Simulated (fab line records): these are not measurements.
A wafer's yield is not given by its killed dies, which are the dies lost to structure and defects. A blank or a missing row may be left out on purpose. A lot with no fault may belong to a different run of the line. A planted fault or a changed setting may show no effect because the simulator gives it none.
A struck lot beside a sound one    flow nand-harc    15 out of 1302 route steps
Sound: the wafers L361.1, L361.2, L361.3. The struck wafers were L365.2, L365.4, L365.6. At the end, the cause is stated.
For every step that has rows: the tool of each side, followed by ch and its chambers, followed by its first start. Under that, the readings that differ: sound wafers    struck wafers    difference of the means    sigmas: that difference in standard deviations of wafers without a fault.
alike: same words and numbers on both sides, and readings whose means sit less than 2 such deviations apart. not compared: any withheld reading, any reading some wafer has no value for, any bound like >300 that may hide the same value, and any number with overlapping values for which the record gives no deviation.
Wherever a step has rows on one side only, a row that says differs or no value, or a row with sigmas, the two part there. Non-overlapping numbers with no deviation appear without sigmas and do not part them. A reading missing from all wafers of one side parts the sides only when that side holds two or more wafers.

first, 7 steps without rows for these wafers: NHARC_P_ZERO_WELL_HMDS_45 (time 30 s); NHARC_P_ZERO_WELL_COAT_46; NHARC_P_ZERO_WELL_SOFTBAKE_47 (time 95 s); NHARC_P_ZERO_WELL_EBR_48; NHARC_P_ZERO_WELL_EXPOSE_49 (exposes mask P HVPW, target cd 2000 nm); NHARC_P_ZERO_WELL_PEB_50 (peb time 85 s); NHARC_P_ZERO_WELL_DEVELOP_51 (time 70 s).
NHARC_P_ZERO_WELL_CD_MEAS_52: the cd target is 2000 nm.
  sound on cd-sem-03 ch 0, day 3 07:46; struck on cd-sem-02 ch 0, day 4 23:57
  alike: cd-nm
then, 1 step without rows for these wafers: NHARC_P_ZERO_WELL_HARDBAKE_53 (time 80 s).
NHARC_P_ZERO_WELL_DESCUM_54: chemistry O2, time 3 s.
  sound on rie-diel-07 ch 0,2,3, day 3 07:56; struck on rie-diel-07 ch 0,1,2, day 5 00:07
  alike: drypump-motor-current-A, oes-product-au, rf-vpp-V, showerhead-plenum-p-Torr, throttle-valve-pct
  not compared: rf-hours-counter-h
then, 2 steps without rows for these wafers: NHARC_P_ZERO_WELL_IMPLANT_55; NHARC_P_ZERO_WELL_IMPLANT_61.
NHARC_P_ZERO_WELL_STRIP_56: strips in SPM, time 840 s.
  sound on wet-bench-07 ch 1,4,5, day 3 08:28; struck on wet-bench-07 ch 1,3,5, day 5 00:38
reading           sound              struck             difference  sigmas
run-length-s (s)  842.7 844.8 842.6  176.4 174.9 177.5  -667.1      -99 or more
then, 2 steps without rows for these wafers: NHARC_P_ZERO_WELL_PRECLEAN_68 (cleans in SC1, time 60 s); NHARC_END_SORT_01.

WHERE THEY PART
Within this record, at NHARC_P_ZERO_WELL_STRIP_56 only.

WHY: what the simulator had put in
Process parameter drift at NHARC_P_ZERO_WELL_STRIP_56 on wet-bench-07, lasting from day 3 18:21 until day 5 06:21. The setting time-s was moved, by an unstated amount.
